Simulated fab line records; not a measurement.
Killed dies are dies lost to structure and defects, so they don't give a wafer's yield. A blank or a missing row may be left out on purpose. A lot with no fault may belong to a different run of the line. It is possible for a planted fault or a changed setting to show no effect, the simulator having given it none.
A struck lot beside a sound one | flow nand-harc | 15 out of 1159 route steps
Sound: the wafers L937.4, L937.5, L937.6. Struck: wafers L940.1, L940.3, L940.6. The cause is named last.
Per side, at each step with rows, come the tool, then ch with its chambers, and then its first start. Under that, the readings that differ: sound wafers | struck wafers | difference of the means | sigmas: that difference in standard deviations of wafers without a fault.
alike: a reading whose means differ by less than 2 such deviations, as well as words and numbers matching on both sides. not compared: withheld readings; readings where some wafer has no value; bounds like >300 that might hide an equal value; numbers whose values overlap and for which the record gives no deviation.
A row with sigmas, a row that says differs or no value, or rows on one side alone: a step with any of these is where the two part. When numbers do not overlap yet have no deviation, they are printed without sigmas and do not part them. A reading that every wafer of one side lacks parts them only if that side has two wafers or more.

NHARC_P_GATE_DESCUM_31: chemistry O2, time 3 s.
  sound on rie-diel-08 ch 1,2, day 6 01:50; struck on rie-diel-07 ch 0,1,3, day 6 23:02
  alike: drypump-motor-current-A, oes-product-au, rf-vpp-V, showerhead-plenum-p-Torr, throttle-valve-pct
  not compared: rf-hours-counter-h
NHARC_P_GATE_ETCH_104: etches the open film in CF4/CHF3, target depth 60 nm.
  sound on rie-diel-08 ch 1,2,3, day 6 01:56; struck on rie-diel-07 ch 0,3, day 6 23:15
  alike: cf4-flow-sccm, drypump-motor-current-A, oes-product-au, rf-vpp-V, showerhead-plenum-p-Torr, throttle-valve-pct
NHARC_P_GATE_HM_OPEN_105: chemistry O2/COS, target depth 360 nm.
  sound: rie-diel-08 ch 0,1,2; struck: rie-diel-07 ch 0,3
  alike: drypump-motor-current-A, oes-product-au, rf-vpp-V, showerhead-plenum-p-Torr, throttle-valve-pct
  not compared: rf-hours-counter-h
then, 2 steps without rows for these wafers: NHARC_P_GATE_STRIP_106 (strips in O2/COS); NHARC_P_GATE_ETCH_114 (etches the open film in CF4/O2, target depth 30 nm, overetch 3 nm, time 16.5 s).
NHARC_P_GATE_ETCH_32: etches the open film in HBr/Cl2, target depth 150 nm, time 100.1 s.
  sound on rie-si-05 ch 0,1,3, day 6 02:22; struck on rie-si-01 ch 1,3, day 6 23:42
  alike: drypump-motor-current-A, oes-product-au, throttle-valve-pct
  not compared: rf-hours-counter-h
then, 1 step without rows for these wafers: NHARC_P_GATE_STRIP_108 (strips in O2).
NHARC_P_GATE_CD_MEAS_33:
  sound on cd-sem-02, day 6 02:40; struck on cd-sem-01, day 7 00:04
  alike: cd-nm
then, 4 steps without rows for these wafers: NHARC_P_GATE_STRIP_35 (strips in SPM, time 600 s); NHARC_P_GATE_PRECLEAN_73 (cleans in SC1); NHARC_P_GATE_SRD_74; NHARC_P_GATE_ALD_36 (deposits SiNx, target thk 20 nm, pulse time 60 s, ald cycles 223).
NHARC_P_GATE_ETCHBACK_37: etches the open film in CHF3/O2, target depth 34.5 nm, time 17.2 s.
  sound on rie-diel-07 ch 0,2,3, day 6 12:43; struck on rie-diel-08 ch 2,3, day 7 10:05
  no value came back on the struck wafers for any of 8 readings (bias-w (W), chamber-pressure-mTorr (mTorr) and others); on the sound wafers bias-w (W) reads 200.1 200.5 200.5
  not compared: rf-hours-counter-h
NHARC_P_GATE_STRIP_101: strips in O2, time 20 s.
  sound on rie-diel-07 ch 1,2,3, day 6 12:47; struck on rie-diel-08 ch 0,1,3, day 7 10:11
  reading                     | sound       | struck      | difference | sigmas
  drypump-motor-current-A (A) | 5.1 5.0 4.9 | 5.5 5.9 6.4 | +0.9       | +2
  alike: oes-product-au, rf-vpp-V, showerhead-plenum-p-Torr, throttle-valve-pct
  not compared: rf-hours-counter-h
-- record jumps: 14 days between struck wafers' starts before vs after; left off in module P_GATE, resumes in module END, first step shown is number 1159 of the route --
NHARC_END_SORT_01:
  the record has rows for the struck wafers here (prober-02 ch 0, day 21 08:49) and none for the sound ones

WHERE THEY PART
First at NHARC_P_GATE_ETCHBACK_37; last, within this record, at NHARC_END_SORT_01.

WHY: the cause the simulator had injected
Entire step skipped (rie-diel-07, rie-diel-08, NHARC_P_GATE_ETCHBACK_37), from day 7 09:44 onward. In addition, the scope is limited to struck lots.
